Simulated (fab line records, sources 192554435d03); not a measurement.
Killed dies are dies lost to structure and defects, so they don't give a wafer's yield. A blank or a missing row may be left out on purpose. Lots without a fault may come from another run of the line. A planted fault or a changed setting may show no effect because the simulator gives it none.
Chamber matching | flow n5_finfet | N5_MOL_CONTACT_COAG_CONTACT_ETCH_14 on rie_diel-04: 4 sister chambers
The step etches SiO2 in C4F6/O2, target depth 27.5 nm, overetch 8.5 nm, time 20 s. 18 wafers are shown with their chamber, then 9 later ones without.

WAFERS WITH THEIR CHAMBER
wafer  | chamber | throttle_valve_pct (%) | drypump_motor_current_A (A) | showerhead_plenum_p_Torr (Torr)
L078.1 | 1       | 21.21                  | 5.4                         | 2.92
L078.3 | 2       | 21.20                  | 6.4                         | 2.76
L078.6 | 2       | 21.21                  | 6.4                         | 2.76
L080.1 | 3       | 21.60                  | 5.7                         | 2.88
L080.4 | 2       | 21.19                  | 6.4                         | 2.76
L080.5 | 1       | 21.22                  | 5.4                         | 2.91
L081.2 | 3       | 21.60                  | 5.6                         | 2.88
L081.4 | 1       | 21.20                  | 5.4                         | 2.91
L081.6 | 0       | 21.32                  | 6.2                         | 2.81
L086.1 | 1       | 21.22                  | 5.4                         | 2.91
L086.2 | 2       | 21.21                  | 6.4                         | 2.76
L086.4 | 3       | 21.62                  | 5.7                         | 2.88
L087.2 | 1       | 21.22                  | 5.4                         | 2.91
L087.3 | 0       | 21.33                  | 6.1                         | 2.80
L087.6 | 3       | 21.63                  | 5.6                         | 2.88
L090.1 | 3       | 21.62                  | 5.7                         | 2.87
L090.4 | 2       | 21.23                  | 6.4                         | 2.75
L090.6 | 2       | 21.22                  | 6.4                         | 2.75

SIGNATURES (means of the wafers above)
reading                  | chamber 0 | chamber 1 | chamber 2 | chamber 3 | scatter within a chamber
throttle_valve_pct       | 21.3250   | 21.2140   | 21.2100   | 21.6140   | 0.0122
drypump_motor_current_A  | 6.150     | 5.400     | 6.400     | 5.660     | 0.0348
showerhead_plenum_p_Torr | 2.8050    | 2.9120    | 2.7567    | 2.8780    | 0.00495
Rule: a wafer's distance from a chamber is the root of the sum, over the readings, of the square of ((its reading less the chamber's mean) divided by the reading's scatter). The wafer belongs to the nearest chamber; if the next one is less than 2 further off, it can't be placed. The scatter: the root of (the sum of the squares of (reading less its chamber's mean) over the shown wafers, divided by (wafers less chambers)).

WAFERS WITHOUT THEIR CHAMBER
wafer  | throttle_valve_pct (%) | drypump_motor_current_A (A) | showerhead_plenum_p_Torr (Torr)
L094.2 | 21.36                  | 6.1                         | 2.80
L094.3 | 21.64                  | 5.7                         | 2.87
L094.5 | 21.36                  | 6.1                         | 2.80
L095.1 | 21.23                  | 6.4                         | 2.75
L095.2 | 21.64                  | 5.7                         | 2.87
L095.4 | 21.26                  | 5.4                         | 2.90
L096.2 | 21.25                  | 6.4                         | 2.75
L096.3 | 21.25                  | 5.4                         | 2.90
L096.4 | 21.64                  | 5.7                         | 2.87

WHICH CHAMBER EACH WENT THROUGH
wafer  | from the rows above | in truth
L094.2 | 0                   | 0
L094.3 | 3                   | 3
L094.5 | 0                   | 0
L095.1 | 2                   | 2
L095.2 | 3                   | 3
L095.4 | 1                   | 1
L096.2 | 2                   | 2
L096.3 | 1                   | 1
L096.4 | 3                   | 3
Placed correctly: 9 of 9. Can't be placed from these rows: 0. Placed wrongly: 0.
